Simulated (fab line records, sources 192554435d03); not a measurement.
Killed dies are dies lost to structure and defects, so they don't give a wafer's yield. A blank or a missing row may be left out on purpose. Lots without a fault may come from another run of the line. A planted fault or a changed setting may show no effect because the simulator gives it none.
fab line records | flow n5_finfet | part 2 of 2: steps 25 to 30 of 30
record lots=5 wafers=15 last_day=17
route steps=1938 shown MOL_CONTACT_COAG@551
lots that met no fault: from a run of the same line without faults
start_h: hours from the record's first day to the start of the lot's first wafer shown | wait_h: hours since the lot's step before | " the same as in the row above | L1.1+2: a row that stands for several wafers | - no value, or no start given | * or withheld: withheld | < > ~ a bound
route shown NAME@n: a module of which the file shows steps, and the number in the route of the first | usual: mean/standard deviation of fault-free wafers | same: alike in all rows | chamber/n: place in a boat | sites: the reading at each site | _std_site: their standard deviation | _edge_site: outer sites' mean less inner sites' | radius_mm: how far each site lies from the wafer's centre | mask NAME#n: copy n | behind: the tool/chamber that last shaped the wafer | hold: why the lot was held/for how many hours/how that ended | device: the transistor (n, p or np) that didn't switch | end of line: the same wafers' tests at the end of the route | a step without rows: its recipe alone | killed: dies lost to structure and defects at the first sort, not the wafer's yield | map: a wafer's dies, x killed, . not, _ none there
set.NAME: the setting as run; set.NAME@STEP: as run at that earlier step | model.NAME: the simulator's own value behind a step, which no gauge read
lots at some steps of the route; a table a step, a row a wafer
services: from which hour (start_h, from the record's first day; less than 0 if before it) a tool's chamber was out of use, for how many hours, and why
## steps
# step N5_MOL_CONTACT_COAG_ETCH_89
# recipe chemistry=N2/H2 target=underlayer target_depth_a=130 mask_material=CAR-EUV time_s=10.4 ion_energy_ev=200 pressure_mtorr=30 source_w=840 bias_w=150 n2_flow_sccm=200 h2_flow_sccm=200 ends=cleared
# usual drypump_motor_current_A=5.9/0.47 etch_rf_on_time_s=10.40/0.24 oes_product_au=0.65/0.075 rf_vpp_V=523.3/2.5 showerhead_plenum_p_Torr=2.52/0.072 throttle_valve_pct=17.85/0.26
# columns lot.wafer tool chamber start_h wait_h drypump_motor_current_A etch_rf_on_time_s oes_product_au rf_hours_counter_h rf_vpp_V showerhead_plenum_p_Torr throttle_valve_pct
L081.1 rie_diel-03 0 147.77 0.0 5.4 10.38 0.62 177 524.0 2.52 17.82
L081.2 " 3 " " 5.5 10.05 0.79 28 519.9 2.50 17.80
L081.6 " 3 " " 5.5 10.18 0.78 - 522.8 2.50 17.80
L089.2 rie_diel-03 3 188.52 0.0 5.5 10.14 0.76 45 523.9 2.49 17.84
L089.5 " 3 " " 5.5 10.16 0.76 - 522.2 2.50 17.85
L089.6 " 2 " " 6.0 10.44 0.61 - 527.0 2.61 18.47
L092.1 rie_diel-04 3 210.30 0.0 6.1 10.52 0.67 133 521.9 2.45 17.69
L092.3 " 2 " " 6.4 10.35 0.59 228 524.1 2.52 18.21
L092.5 " 0 " " 6.6 10.78 0.58 - 525.3 2.62 17.65
L094.3 rie_diel-03 1 217.83 0.0 6.6 9.92 0.73 74 522.9 2.48 17.59
L094.4 " 2 " " 6.0 10.51 0.60 238 524.7 2.61 18.48
L094.5 " 3 " " 5.5 10.18 0.74 - 522.8 2.49 17.85
L096.2 rie_diel-04 0 232.90 0.0 6.6 10.74 0.59 222 526.2 2.62 17.67
L096.3 " 2 " " 6.4 10.30 0.59 234 524.3 2.51 18.23
L096.5 " 0 " " 6.6 10.82 0.58 - 525.8 2.62 17.67
# step N5_MOL_CONTACT_COAG_ETCH_90
# recipe chemistry=CF4 target=SiARC target_depth_a=130 mask_material=CAR-EUV time_s=21.7 ion_energy_ev=80 pressure_mtorr=40 source_w=545 bias_w=36 Ar_flow_sccm=100 cf4_flow_sccm=100 ends=cleared
# usual drypump_motor_current_A=5.9/0.46 etch_rf_on_time_s=21.7/0.5 oes_product_au=0.65/0.075 rf_vpp_V=183.9/1.2 showerhead_plenum_p_Torr=2.13/0.06 throttle_valve_pct=15.60/0.23
# columns lot.wafer tool chamber start_h wait_h drypump_motor_current_A etch_rf_on_time_s oes_product_au rf_hours_counter_h rf_vpp_V showerhead_plenum_p_Torr throttle_valve_pct
L081.1 rie_diel-03 0 147.79 0.0 5.4 21.8 0.63 177 183.2 2.14 15.69
L081.2 " 3 " " 5.5 21.2 0.78 28 184.7 2.12 15.57
L081.6 " 3 " " 5.5 21.1 0.78 - 184.6 2.12 15.58
L089.2 rie_diel-03 3 188.54 0.0 5.5 21.5 0.75 45 181.9 2.11 15.62
L089.5 " 3 " " 5.5 21.4 0.75 - 181.4 2.11 15.63
L089.6 " 2 " " 6.0 22.3 0.60 - 186.6 2.19 16.10
L092.1 rie_diel-04 3 210.32 0.0 6.1 21.7 0.67 133 183.8 2.07 15.41
L092.3 " 2 " " 6.3 21.5 0.60 228 183.3 2.11 15.95
L092.5 " 0 " " 6.6 22.6 0.58 - 184.6 2.21 15.47
L094.3 rie_diel-03 1 217.85 0.0 6.5 20.8 0.73 74 184.3 2.09 15.34
L094.4 " 2 " " 6.0 22.1 0.60 238 185.0 2.19 16.12
L094.5 " 3 " " 5.5 21.2 0.75 - 183.9 2.11 15.65
L096.2 rie_diel-04 0 232.92 0.0 6.6 22.7 0.57 222 186.9 2.20 15.48
L096.3 " 2 " " 6.4 21.6 0.59 234 183.3 2.11 15.97
L096.5 " 0 " " 6.5 22.4 0.58 - 186.1 2.20 15.48
# step N5_MOL_CONTACT_COAG_ALD_131
# recipe material=SiO2 target_thk_a=50 temp_c=100 ald_precursor_family=BDEAS ald_co_reactant=O2-plasma pulse_time_s=1 co_reactant_pulse_time_s=1 purge_time_s=2 co_reactant_purge_time_s=2 ald_cycles=35 pressure_torr=2
# usual heater_power_w=77/6.5 precursor_pulse_height_rel=0.998/0.019
# columns lot.wafer tool chamber start_h wait_h heater_power_w precursor_pulse_height_rel
L081.1 ald_sin-03 2 147.87 0.1 80 0.988
L081.2 " 1 " " 84 1.005
L081.6 " 3 " " 87 0.993
L089.2 ald_sin-03 1 188.62 0.1 82 1.021
L089.5 " 3 " " 84 0.997
L089.6 " 0 " " 71 0.975
L092.1 ald_sin-02 0 210.58 0.2 68 0.986
L092.3 " 3 " " 67 0.972
L092.5 " 3 " " 68 1.021
L094.3 ald_sin-02 3 217.93 0.1 67 1.010
L094.4 " 0 " " 69 0.983
L094.5 " 2 " " 82 1.013
L096.2 ald_sin-02 0 233.00 0.1 67 0.994
L096.3 " 2 " " 82 0.982
L096.5 " 0 " " 66 1.005
# step N5_MOL_CONTACT_COAG_ETCHBACK_132
# recipe chemistry=CHF3 target=SiO2 target_depth_a=100 time_s=6.7 ion_energy_ev=200 pressure_mtorr=30 source_w=610 bias_w=170 Ar_flow_sccm=200 CHF3_flow_sccm=50
# usual drypump_motor_current_A=5.9/0.46 oes_product_au=0.75/0.091 rf_vpp_V=520/9.5 showerhead_plenum_p_Torr=2.37/0.069 throttle_valve_pct=18.66/0.21
# columns lot.wafer tool chamber start_h wait_h drypump_motor_current_A oes_product_au rf_hours_counter_h rf_vpp_V showerhead_plenum_p_Torr throttle_valve_pct
L081.1 rie_diel-04 1 148.23 0.3 6.1 0.71 215 520 2.44 18.51
L081.2 " 2 " " 6.4 0.71 199 514 2.35 18.94
L081.6 " 2 " " 6.3 0.70 - 513 2.35 18.93
L089.2 rie_diel-04 1 189.01 0.3 6.1 0.68 236 520 2.44 18.51
L089.5 " 1 " " 6.1 0.69 - 520 2.43 18.52
L089.6 " 2 " " 6.3 0.69 - 513 2.34 18.97
L092.1 rie_diel-05 3 210.89 0.2 6.1 0.69 237 508 2.44 18.52
L092.3 " 0 " " 5.8 0.67 247 507 2.24 18.59
L092.5 " 0 " " 5.9 0.68 - 506 2.24 18.59
L094.3 rie_diel-04 3 218.19 0.2 6.1 0.77 136 537 2.30 18.55
L094.4 " 0 " " 6.6 0.68 217 532 2.45 18.54
L094.5 " 0 " " 6.6 0.68 - 530 2.45 18.55
L096.2 rie_diel-05 3 233.18 0.1 6.2 0.67 248 505 2.44 18.55
L096.3 " 1 " " 5.0 0.69 213 509 2.36 18.57
L096.5 " 3 " " 6.2 0.68 - 506 2.44 18.53
# step N5_MOL_CONTACT_COAG_ETCH_91
# recipe chemistry=N2/H2 target=SOC target_depth_a=600 overetch_a=210 mask_material=SiARC temp_c=40 time_s=101.2 ion_energy_ev=200 pressure_mtorr=30 source_w=840 bias_w=150 n2_flow_sccm=200 h2_flow_sccm=200
# usual drypump_motor_current_A=5.9/0.47 oes_product_au=0.63/0.068 rf_vpp_V=523.6/2.2 showerhead_plenum_p_Torr=2.53/0.074 throttle_valve_pct=17.78/0.23
# columns lot.wafer tool chamber start_h wait_h drypump_motor_current_A oes_product_au rf_hours_counter_h rf_vpp_V showerhead_plenum_p_Torr throttle_valve_pct
L081.1 rie_diel-04 1 148.27 0.0 6.1 0.59 215 525.3 2.62 17.61
L081.2 " 2 " " 6.4 0.60 199 522.2 2.53 18.12
L081.6 " 2 " " 6.4 0.59 - 524.3 2.53 18.12
L089.2 rie_diel-04 1 189.05 0.0 6.1 0.58 236 524.8 2.61 17.64
L089.5 " 1 " " 6.1 0.58 - 525.1 2.61 17.63
L089.6 " 2 " " 6.4 0.59 - 523.7 2.52 18.15
L092.1 rie_diel-05 3 210.93 0.0 6.1 0.59 237 525.1 2.60 17.59
L092.3 " 0 " " 5.8 0.57 247 520.6 2.41 17.84
L092.5 " 0 " " 5.9 0.56 - 518.9 2.41 17.86
L094.3 rie_diel-04 3 218.22 0.0 6.1 0.65 136 522.6 2.44 17.66
L094.4 " 0 " " 6.6 0.58 217 527.5 2.62 17.62
L094.5 " 0 " " 6.6 0.59 - 525.2 2.62 17.61
L096.2 rie_diel-05 3 233.22 0.0 6.2 0.58 248 525.6 2.60 17.60
L096.3 " 1 " " 5.0 0.59 213 523.3 2.52 17.74
L096.5 " 3 " " 6.1 0.58 - 526.6 2.60 17.61
# step N5_MOL_CONTACT_COAG_STRIP_92
# recipe chemistry=N2/H2 temp_c=40 n2_flow_sccm=200 h2_flow_sccm=200 rf_frequency_hz=6e+07
# columns lot.wafer tool chamber start_h wait_h
L081.1+2+6 rie_diel-04 1,2,2 148.34 0.0
L089.2+5+6 rie_diel-04 1,1,2 189.12 0.0
L092.1+3+5 rie_diel-05 3,0,0 211.00 0.0
L094.3+4+5 rie_diel-04 3,0,0 218.29 0.0
L096.2+3+5 rie_diel-05 3,1,3 233.29 0.0
## services
# columns tool chamber start_h hours kind
pvd_sputter-02 - 126.57 5.3 repair
cmp-03 - 127.94 1.8 repair
pecvd-02 0 128.09 4.4 repair
ald_sin-03 2 129.97 7.7 repair
rie_diel-04 0 137.60 42.6 repair
ald_sin-04 - 147.83 1.5 repair
euv_scanner-02 - 150.67 5.8 pm
euv_scanner-02 - 162.70 8.0 pm
euv_scanner-01 - 169.72 1.0 pm
euv_scanner-02 - 170.70 1.0 pm
euv_scanner-02 - 171.71 4.6 pm
rie_diel-05 - 172.74 15.6 pm
ald_sin-02 - 176.75 14.0 pm
pecvd-03 0 179.45 4.6 repair
euv_scanner-01 - 210.59 8.0 pm
euv_scanner-02 - 212.95 0.6 repair
cmp-02 - 216.64 14.7 repair
euv_scanner-01 - 218.59 1.0 pm
ald_sin-04 - 218.74 0.8 pm
rie_diel-04 - 223.43 2.3 repair
ald_sin-02 1 224.96 5.9 repair
ald_sin-04 0 225.34 7.4 repair
cmp-01 - 225.54 12.0 repair
euv_scanner-02 - 229.53 1.0 pm
